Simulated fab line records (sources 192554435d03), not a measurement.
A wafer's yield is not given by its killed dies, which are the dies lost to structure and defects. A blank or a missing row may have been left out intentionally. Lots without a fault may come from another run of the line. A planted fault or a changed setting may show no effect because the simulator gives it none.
Chamber matching + flow n5-finfet + rie-diel-02 running N5_BEOL_M0_CUTY_ETCH_63: 4 sister chambers
The step etches SOC in N2/H2, target depth 82.7 nm, overetch 16.5 nm, time 124 s. 4 wafers are shown with their chamber, then 9 later ones without.

EACH WAFER AND ITS CHAMBER
| wafer  | chamber | showerhead-plenum-p-Torr (Torr) |
|--------|---------|---------------------------------|
| L082.5 | 2       | 2.58                            |
| L090.4 | 1       | 2.47                            |
| L091.2 | 3       | 2.50                            |
| L091.4 | 0       | 2.53                            |

WAFERS MISSING THEIR CHAMBER
| wafer  | showerhead-plenum-p-Torr (Torr) |
|--------|---------------------------------|
| L094.3 | 2.49                            |
| L094.4 | 2.49                            |
| L094.6 | 2.46                            |
| L096.1 | 2.53                            |
| L096.2 | 2.46                            |
| L096.3 | 2.57                            |
| L096.4 | 2.57                            |
| L096.5 | 2.53                            |
| L096.6 | 2.46                            |

WHICH CHAMBER EACH ONE RAN IN
| wafer  | from the rows above     | in truth |
|--------|-------------------------|----------|
| L094.3 | can't be placed: 3 or 1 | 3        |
| L094.4 | can't be placed: 3 or 1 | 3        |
| L094.6 | 1                       | 1        |
| L096.1 | 0                       | 0        |
| L096.2 | 1                       | 1        |
| L096.3 | 2                       | 2        |
| L096.4 | 2                       | 2        |
| L096.5 | 0                       | 0        |
| L096.6 | 1                       | 1        |
7 of 9 placed correctly. Can't be placed from these rows: 2 (the true chamber is among the candidates in 2). Wrongly placed: 0.
How it was worked out, from the rows above alone: a wafer's distance from a chamber is the root of the sum, over the readings, of the square of ((its reading less the chamber's mean) divided by the reading's scatter). If the next closest chamber is less than 2 further off than the closest, the wafer can't be placed; otherwise it belongs to the closest. The mean given for a chamber averages the wafers shown for that chamber. The scatter: root of mean squared gap, hidden wafer to nearest shown wafer, with one shown wafer a chamber.
